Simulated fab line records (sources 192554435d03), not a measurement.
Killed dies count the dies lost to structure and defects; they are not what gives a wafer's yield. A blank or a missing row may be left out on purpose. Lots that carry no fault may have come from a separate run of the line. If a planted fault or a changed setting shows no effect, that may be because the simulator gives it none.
Matching of chambers    flow n5_finfet    N5_BEOL_M0_TRENCH_ETCH_107 on rie_diel-05: 4 sister chambers
The step etches SiOC in C4F6/O2, target depth 32.8 nm, time 16.4 s. 16 wafers are shown with their chamber, then 8 later ones without.

## EACH WAFER AND ITS CHAMBER
wafer   chamber  drypump_motor_current_A (A)  showerhead_plenum_p_Torr (Torr)  rf_vpp_V (V)
L076.1  3        5.6                          2.86                             651
L076.2  1        5.5                          2.85                             664
L076.3  2        6.2                          2.93                             670
L077.2  2        6.2                          2.93                             668
L077.3  3        5.6                          2.86                             653
L077.6  2        6.2                          2.93                             667
L083.1  3        5.6                          2.85                             653
L083.3  0        5.5                          2.97                             677
L083.6  0        5.5                          2.97                             677
L085.4  0        5.6                          2.97                             679
L085.5  3        5.6                          2.85                             651
L085.6  0        5.6                          2.97                             678
L086.1  1        5.5                          2.84                             663
L086.3  0        5.5                          2.97                             678
L086.4  3        5.6                          2.85                             651
L094.1  0        5.5                          2.96                             676

SIGNATURES (means of the wafers above)
reading                   chamber 0  chamber 1  chamber 2  chamber 3  scatter within a chamber
drypump_motor_current_A   5.533      5.500      6.200      5.600      0.0333
showerhead_plenum_p_Torr  2.9683     2.8450     2.9300     2.8540     0.00459
rf_vpp_V                  677.50     663.50     668.33     651.80     1.14
Rule: a wafer lies at a distance from a chamber equal to the root of the sum of squares, over the readings, of (its reading less the chamber's mean, divided by the reading's scatter). The wafer belongs to the nearest chamber; if the next one is less than 2 further off, it can't be placed. The scatter: the root of (the sum of the squares of (reading less its chamber's mean) over the shown wafers, divided by (wafers less chambers)).

## WAFERS WITH NO CHAMBER GIVEN
wafer   drypump_motor_current_A (A)  showerhead_plenum_p_Torr (Torr)  rf_vpp_V (V)
L094.5  5.5                          2.83                             662
L094.6  5.5                          2.96                             677
L096.1  5.5                          2.83                             663
L096.2  5.5                          2.96                             677
L096.5  5.6                          2.84                             651
L097.2  5.6                          2.84                             652
L097.3  6.2                          2.91                             667
L097.6  5.6                          2.84                             652

## EACH ONE'S CHAMBER
wafer   from the rows above  in truth
L094.5  1                    1
L094.6  0                    0
L096.1  1                    1
L096.2  0                    0
L096.5  3                    3
L097.2  3                    3
L097.3  2                    2
L097.6  3                    3
Correctly placed: 8 of 8. Not placeable from these rows: 0. Wrongly placed: 0.
